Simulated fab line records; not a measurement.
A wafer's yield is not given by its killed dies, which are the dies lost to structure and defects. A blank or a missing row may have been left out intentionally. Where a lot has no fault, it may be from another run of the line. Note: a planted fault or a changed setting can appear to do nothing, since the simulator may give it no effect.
What tool caused it? | flow nandHarc | 42 wafers from 14 lots sampled at 4 of the route's 1302 steps

== WHAT THE GAUGES SHOWED, per wafer ==
The record holds no reading of a measuring or inspecting step that can be judged against a usual standard deviation.

== TOOL THAT RAN EACH LOT (tool first, then ch and the chambers of the sampled wafers, then the start) ==
lot  | NHARC_A_CONTACT_ETCH_98                      | NHARC_A_CONTACT_ETCH_110          | NHARC_A_BLC_ETCH_18               | NHARC_A_BLC_PVD_32
L127 | rieDiel-08 ch 1,2, day 22 13:35 or earlier   | rieDiel-08 ch 1,2, day 22 13:35   | rieDiel-05 ch 0,3, day 22 17:01   | pvdSputter-02, no start
L129 | rieDiel-01 ch 0,1,3, day 22 21:21 or earlier | rieDiel-09 ch 0,2, day 22 21:21   | rieDiel-05 ch 1,2,3, day 23 00:47 | pvdSputter-02, no start
L130 | rieDiel-01 ch 1,2,3, day 23 23:35 or earlier | rieDiel-01 ch 0,2,3, day 23 23:35 | rieDiel-05 ch 0,2,3, day 24 02:53 | pvdSputter-03, no start
L134 | rieDiel-01 ch 1,2,3, day 25 05:34 or earlier | rieDiel-08 ch 1,2,3, day 25 05:34 | rieDiel-10 ch 1,2,3, day 25 09:14 | pvdSputter-03, no start
L136 | rieDiel-09 ch 1,2, day 25 23:10 or earlier   | rieDiel-08 ch 1,2, day 25 23:10   | rieDiel-05 ch 0,2,3, day 26 02:42 | pvdSputter-03, no start
L137 | rieDiel-08 ch 2,3, day 26 17:46 or earlier   | rieDiel-01 ch 1,2, day 26 17:46   | rieDiel-05 ch 2,3, day 26 21:21   | pvdSputter-03, no start
L138 | rieDiel-08 ch 1,2,3, day 26 18:36 or earlier | rieDiel-09 ch 0,1,3, day 26 18:36 | rieDiel-10 ch 0,1,2, day 26 21:58 | pvdSputter-01, no start
L139 | rieDiel-01 ch 0,1, day 27 14:57 or earlier   | rieDiel-08 ch 2,3, day 27 14:57   | rieDiel-10 ch 0,1,3, day 27 18:28 | pvdSputter-03, no start
L140 | rieDiel-08 ch 0,1,2, day 27 21:11 or earlier | rieDiel-01 ch 0,2,3, day 27 21:11 | rieDiel-10 ch 0,2,3, day 28 00:38 | pvdSputter-02, no start
L143 | rieDiel-08 ch 0,1, day 29 06:35 or earlier   | rieDiel-08 ch 0,1,2, day 29 06:35 | rieDiel-05 ch 0,3, day 29 10:07   | pvdSputter-02, no start
L144 | rieDiel-08 ch 1,2,3, day 29 21:41            | rieDiel-08 ch 1,2,3, day 29 22:09 | rieDiel-05 ch 1,2, day 30 01:47   | pvdSputter-01, no start
L148 | rieDiel-01 ch 0,2,3, day 31 10:13 or earlier | rieDiel-09 ch 1,3, day 31 10:13   | rieDiel-10 ch 0,1,2, day 31 13:39 | pvdSputter-01, no start
L150 | rieDiel-08 ch 2,3, day 32 00:17 or earlier   | rieDiel-08 ch 0,1, day 32 00:17   | rieDiel-10 ch 1,2,3, day 32 03:44 | pvdSputter-03, no start
L149 | rieDiel-01 ch 0,2,3, day 33 00:40 or earlier | rieDiel-01 ch 1,2,3, day 33 00:40 | rieDiel-05 ch 0,2,3, day 33 04:17 | pvdSputter-02, no start
- NHARC_A_CONTACT_ETCH_98: etches the open film in C4F6/O2, target depth 20 nm, time 10 s.
- NHARC_A_CONTACT_ETCH_110: etches the open film in CF4/O2, target depth 60 nm, overetch 6 nm, time 33 s.
- NHARC_A_BLC_ETCH_18: etches the open film in C4F8/O2/Ar, target depth 910 nm.
- NHARC_A_BLC_PVD_32: deposits Ti, target thk 5 nm, time 17.7 s.

== AS READ BY THE TOOLS THEMSELVES (means over the sampled wafers that have a number; for cases with no such wafer, the mark the record gives instead) ==
NHARC_A_CONTACT_ETCH_98. Usual: biasW is 500.2 W with standard deviation 1.6, c4f6FlowSccm is 25.00 sccm with standard deviation 0.08, drypumpMotorCurrentA is 5.8 A with standard deviation 0.34, oesProductAu is 0.962 a.u. with standard deviation 0.026, rfVppV is 547 V with standard deviation 3.5, showerheadPlenumPTorr is 3.94 Torr with standard deviation 0.16, and throttleValvePct is 26.903 % with standard deviation 0.0095.
lot  | tool       | biasW (W) | c4f6FlowSccm (sccm) | drypumpMotorCurrentA (A) | oesProductAu (a.u.) | rfVppV (V) | showerheadPlenumPTorr (Torr) | throttleValvePct (%) | flag
L127 | rieDiel-08 | 500.4     | 25.07               | 5.8                      | 0.958               | 548        | 3.99                         | 26.910               | 
L129 | rieDiel-01 | 500.3     | 24.99               | 5.6                      | 0.946               | 544        | 3.81                         | 26.898               | 
L130 | rieDiel-01 | 501.0     | 24.94               | 5.7                      | 0.938               | 546        | 3.92                         | 26.888               | 
L134 | rieDiel-01 | 500.1     | 25.06               | 5.7                      | 0.993               | 546        | 3.92                         | 26.910               | 
L136 | rieDiel-09 | 498.5     | 25.06               | 5.7                      | 0.997               | 551        | 4.09                         | 26.900               | 
L137 | rieDiel-08 | 500.8     | 25.05               | 5.7                      | 0.939               | 549        | 4.09                         | 26.899               | 
L138 | rieDiel-08 | 500.3     | 24.95               | 5.8                      | 0.949               | 548        | 3.98                         | 26.907               | 
L139 | rieDiel-01 | 499.7     | 24.98               | 5.4                      | 0.998               | 545        | 3.83                         | 26.895               | 
L140 | rieDiel-08 | 500.6     | 25.03               | 5.9                      | 0.945               | 547        | 3.96                         | 26.903               | 
L143 | rieDiel-08 | 501.5     | 24.95               | 6.0                      | 0.939               | 547        | 3.94                         | 26.905               | 
L144 | rieDiel-08 | 499.8     | 25.03               | 5.9                      | 0.978               | 547        | 3.97                         | 26.904               | 
L148 | rieDiel-01 | 499.6     | 25.05               | 5.7                      | 0.952               | 546        | 3.86                         | 26.892               | 
L150 | rieDiel-08 | 501.4     | 24.99               | 5.7                      | 0.962               | 551        | 4.07                         | 26.905               | 
L149 | rieDiel-01 | 501.1     | 25.01               | 5.7                      | 1.002               | 545        | 3.86                         | 26.907               | 

NHARC_A_CONTACT_ETCH_110. Usual: biasW 100.0 W, standard deviation 0.31; cf4FlowSccm 79.99 sccm, standard deviation 0.23; drypumpMotorCurrentA 5.8 A, standard deviation 0.34; oes_o_777_au 1.001 a.u., standard deviation 0.0049; oesProductAu 0.999 a.u., standard deviation 0.0069; rfVppV 197.9 V, standard deviation 1.5; showerheadPlenumPTorr 1.35 Torr, standard deviation 0.057; throttleValvePct 13.397 %, standard deviation 0.0094.
lot  | tool       | biasW (W) | cf4FlowSccm (sccm) | drypumpMotorCurrentA (A) | oes_o_777_au (a.u.) | oesProductAu (a.u.) | rfVppV (V) | showerheadPlenumPTorr (Torr) | throttleValvePct (%) | flag
L127 | rieDiel-08 | 100.1     | 80.07              | 5.9                      | 1.001               | 0.999               | 197.3      | 1.32                         | 13.397               | 
L129 | rieDiel-09 | 100.2     | 79.84              | 6.1                      | 0.999               | 1.001               | 198.1      | 1.37                         | 13.391               | 
L130 | rieDiel-01 | 100.1     | 80.00              | 5.7                      | 1.005               | 1.000               | 197.7      | 1.32                         | 13.401               | 
L134 | rieDiel-08 | 100.2     | 80.11              | 5.8                      | 0.999               | 1.000               | 197.6      | 1.36                         | 13.398               | 
L136 | rieDiel-08 | 100.0     | 80.09              | 5.8                      | 1.000               | 0.987               | 198.6      | 1.36                         | 13.399               | 
L137 | rieDiel-01 | 100.0     | 79.97              | 5.5                      | 1.005               | 0.993               | 197.4      | 1.35                         | 13.394               | 
L138 | rieDiel-09 | 100.0     | 79.82              | 5.7                      | 0.997               | 1.002               | 196.0      | 1.30                         | 13.394               | 
L139 | rieDiel-08 | 100.0     | 80.08              | 5.7                      | 1.005               | 1.002               | 198.9      | 1.39                         | 13.398               | 
L140 | rieDiel-01 | 99.7      | 79.85              | 5.6                      | 0.995               | 0.997               | 197.2      | 1.32                         | 13.399               | 
L143 | rieDiel-08 | 99.9      | 79.82              | 5.9                      | 0.997               | 1.005               | 197.3      | 1.35                         | 13.399               | 
L144 | rieDiel-08 | 100.0     | 80.07              | 5.8                      | 1.005               | 0.997               | 197.6      | 1.35                         | 13.405               | 
L148 | rieDiel-09 | 99.7      | 79.95              | 5.8                      | 1.002               | 0.994               | 197.4      | 1.32                         | 13.409               | 
L150 | rieDiel-08 | 99.9      | 79.84              | 6.0                      | 1.003               | 0.993               | 198.4      | 1.34                         | 13.393               | 
L149 | rieDiel-01 | 100.2     | 79.92              | 5.7                      | 1.002               | 1.003               | 197.5      | 1.32                         | 13.399               | 

NHARC_A_BLC_ETCH_18. Usual: biasW 1500 W, standard deviation 4.2; chamberPressureMTorr 24.998 mTorr, standard deviation 0.022; oesProductAu 0.950 a.u., standard deviation 0.022; rfVppV 975 V, standard deviation 6.5.
lot  | tool       | biasW (W) | chamberPressureMTorr (mTorr) | oesProductAu (a.u.) | rfVppV (V) | flag
L127 | rieDiel-05 | 1503      | 25.006                       | 0.925               | 980        | 
L129 | rieDiel-05 | 1499      | 25.011                       | 0.927               | 975        | 
L130 | rieDiel-05 | 1501      | 24.994                       | 0.972               | 980        | 
L134 | rieDiel-10 | 1499      | 24.994                       | 0.959               | 974        | 
L136 | rieDiel-05 | 1500      | 24.995                       | 0.955               | 982        | 
L137 | rieDiel-05 | 1497      | 25.014                       | 0.958               | 977        | 
L138 | rieDiel-10 | 1500      | 24.981                       | 0.975               | 974        | 
L139 | rieDiel-10 | 1498      | 25.000                       | 0.975               | 974        | 
L140 | rieDiel-10 | 1502      | 25.012                       | 0.967               | 969        | 
L143 | rieDiel-05 | -         | -                            | -                   | -          | OFF
L144 | rieDiel-05 | -         | -                            | -                   | -          | OFF
L148 | rieDiel-10 | 1500      | 25.007                       | 0.926               | 974        | 
L150 | rieDiel-10 | 1500      | 24.976                       | 0.924               | 973        | 
L149 | rieDiel-05 | 1502      | 24.994                       | 0.943               | 981        | 

NHARC_A_BLC_PVD_32. Usual: throttleValvePct at 30.4 %, with a standard deviation of 1.
lot  | tool          | throttleValvePct (%) | flag
L127 | pvdSputter-02 | 29.8                 | 
L129 | pvdSputter-02 | 30.6                 | 
L130 | pvdSputter-03 | 29.9                 | 
L134 | pvdSputter-03 | 31.0                 | 
L136 | pvdSputter-03 | 30.1                 | 
L137 | pvdSputter-03 | 29.3                 | 
L138 | pvdSputter-01 | 30.9                 | 
L139 | pvdSputter-03 | 29.7                 | 
L140 | pvdSputter-02 | 30.2                 | 
L143 | pvdSputter-02 | 29.5                 | 
L144 | pvdSputter-01 | 31.1                 | 
L148 | pvdSputter-01 | 30.6                 | 
L150 | pvdSputter-03 | 30.4                 | 
L149 | pvdSputter-02 | 29.7                 | 

== THE ANSWER, worked out from the rows above alone ==
Rule: lot off if the mean of its wafers having a number is beyond 3 standard deviations from the usual mean. A lot without any number at a reading at which 4 lots or more have one is off too. Any other lot the step has rows for is counted as sound. First the gauges in route order, then the tools' own readings, where a lot's mean is used as printed above. At the first step where some lot is off, the reading lying furthest off is the one used; lots without a number count as furthest.
Off: L143, L144, at NHARC_A_BLC_ETCH_18 (biasW). Without a number there: L143, L144.
If a tool, at that step or one of the process steps before it, ran each lot that is off and ran no sound lot following the first of them, it fits. NHARC_A_CONTACT_ETCH_98: start missing for some lots; hours and lot order therefore follow NHARC_A_CONTACT_ETCH_110. Of those tried, none fits.

== WHAT THE SIMULATOR HAD PUT IN ==
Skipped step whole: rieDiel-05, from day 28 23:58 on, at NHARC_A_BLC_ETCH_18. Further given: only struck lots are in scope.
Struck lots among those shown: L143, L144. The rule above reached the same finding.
